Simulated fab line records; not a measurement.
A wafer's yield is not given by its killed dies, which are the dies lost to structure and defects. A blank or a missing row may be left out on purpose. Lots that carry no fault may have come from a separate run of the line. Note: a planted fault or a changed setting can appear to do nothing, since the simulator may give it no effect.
Matching of chambers :: flow n5 finfet :: rie diel-02 running N5_DUMMY_GATE_ETCH_36: 4 sister chambers
The step etches SiARC in CF4, target depth 13 nm. 4 wafers are shown with their chamber, then 9 later ones without.

## WAFERS WITH THEIR CHAMBER
wafer: L080.4
chamber: 2
showerhead plenum p Torr (Torr): 2.05

wafer: L086.5
chamber: 1
showerhead plenum p Torr (Torr): 2.07

wafer: L087.2
chamber: 0
showerhead plenum p Torr (Torr): 2.19

wafer: L087.6
chamber: 3
showerhead plenum p Torr (Torr): 2.06

## WAFERS MISSING THEIR CHAMBER
wafer: L088.1
showerhead plenum p Torr (Torr): 2.19

wafer: L088.2
showerhead plenum p Torr (Torr): 2.07

wafer: L088.3
showerhead plenum p Torr (Torr): 2.06

wafer: L094.2
showerhead plenum p Torr (Torr): 2.04

wafer: L094.3
showerhead plenum p Torr (Torr): 2.19

wafer: L094.5
showerhead plenum p Torr (Torr): 2.04

wafer: L097.2
showerhead plenum p Torr (Torr): 2.06

wafer: L097.4
showerhead plenum p Torr (Torr): 2.18

wafer: L097.5
showerhead plenum p Torr (Torr): 2.05

## CHAMBER TAKEN BY EACH
wafer: L088.1
from the rows above: 0
in truth: 0

wafer: L088.2
from the rows above: can't be placed: 1 or 3
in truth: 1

wafer: L088.3
from the rows above: can't be placed: 3 or 1 or 2
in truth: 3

wafer: L094.2
from the rows above: can't be placed: 2 or 3
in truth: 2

wafer: L094.3
from the rows above: 0
in truth: 0

wafer: L094.5
from the rows above: can't be placed: 2 or 3
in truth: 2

wafer: L097.2
from the rows above: can't be placed: 3 or 1 or 2
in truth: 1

wafer: L097.4
from the rows above: 0
in truth: 0

wafer: L097.5
from the rows above: can't be placed: 2 or 3
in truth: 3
Correct placement for 3 of the 9. From these rows, 6 cannot be placed; in 6 the true chamber is one of the candidates. 0 placed wrongly.
How it was worked out, from the rows above alone: a wafer's distance from a chamber is the root of the sum, over the readings, of the square of ((its reading less the chamber's mean) divided by the reading's scatter). The wafer belongs to the nearest chamber; if the next one is less than 2 further off, it can't be placed. The mean given for a chamber averages the wafers shown for that chamber. The scatter: with one shown wafer a chamber, the root of the mean of the squares of how far each hidden wafer lies from its nearest shown one.
